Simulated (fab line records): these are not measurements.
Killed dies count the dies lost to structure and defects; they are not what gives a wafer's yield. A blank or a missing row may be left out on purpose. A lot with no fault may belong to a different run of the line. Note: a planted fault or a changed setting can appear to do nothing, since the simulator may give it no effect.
Problem report, 8D (eight disciplines) form, completed by code | flow n5-finfet | the parts of the form that need people (team, actions taken, sign-off) are left out

## 1. THE ISSUE
Wafers without a fault read 1500.1 rpm, standard deviation 0.86; spin-speed-rpm at N5_BEOL_M7_COAT_05 reads a mean of 1404.7 rpm on 6 wafers belonging to 2 lots. So: -99 or more standard deviations from the usual mean.
The step: resist thk 90 nm.
Earliest sighting: wafer L194.1 on litho-track-02 at day 12 15:08. Wafers with a number at this step in the record: 18, from 6 lots. Rule for "out", or "out of limits": more than 4 standard deviations from the usual mean. Any other wafer with a number is counted as sound.

## 2. WHAT IT IS, AND WHAT IT ISN'T
question                    | is                     | is not
which readings at this step | spin-speed-rpm         | -
which lots                  | L194, L195             | L185, L199, L201, L202
which wafers of those lots  | all that have a number | -
read on which tools         | litho-track-02         | litho-track-01, litho-track-05
when                        | from day 12 15:08      | up to then (3 sound wafers); but 9 sound wafers of L199, L201, L202 came after

## 3. WHAT RULES OUT EACH SUSPECT
Counting: any tool at a process step up to the reading is kept as a suspect provided that every lot that is out went through it and no sound lot did after the first of them.
- litho-track-02 at N5_BEOL_M7_COAT_05 (resist thk 90 nm): kept. It ran every lot that is out, first L194 (day 12 15:08), and no sound lot after that; its last sound lot up to then is L185 (day 9 19:55). Out on those wafers are its own readings of spin-speed-rpm.
Left after counting: litho-track-02 at N5_BEOL_M7_COAT_05.

## 4. THE CAUSE (what the simulator had put in)
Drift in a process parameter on litho-track-02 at N5_BEOL_M7_COAT_05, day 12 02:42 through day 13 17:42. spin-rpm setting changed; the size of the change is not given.
After counting, this tool was the only one left.

## 5. THE CHAIN OF EFFECTS, in route order
Each row: a reading where the mean over the struck wafers with a number is more than 3 standard deviations away from the usual. Scope: only readings with a usual standard deviation given in the record; hours: median across lots of the time from each lot's start at the first step in this table that gives one to its start at this step; sigmas: change in usual standard deviations.
hours | step               | reading        | usual      | on struck wafers | change | sigmas
0     | N5_BEOL_M7_COAT_05 | spin-speed-rpm | 1500.1 rpm | 1404.7           | -95.4  | -99 or more
Its process steps:
- N5_BEOL_M7_COAT_05: resist thk 90 nm.
Later steps that measure or inspect, where all struck wafers having a row at the step show a number for every such reading and not one has moved that far: N5_BEOL_M7_CD_MEAS_11, N5_BEOL_M7_OVL_MEAS_12, N5_BEOL_M7_INSPECT_13.

## 6. HOW IT WOULD HAVE BEEN CAUGHT EARLIER
In this record the first reading out of limits was taken at day 12 15:08, 12 hours after the fault began at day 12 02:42.
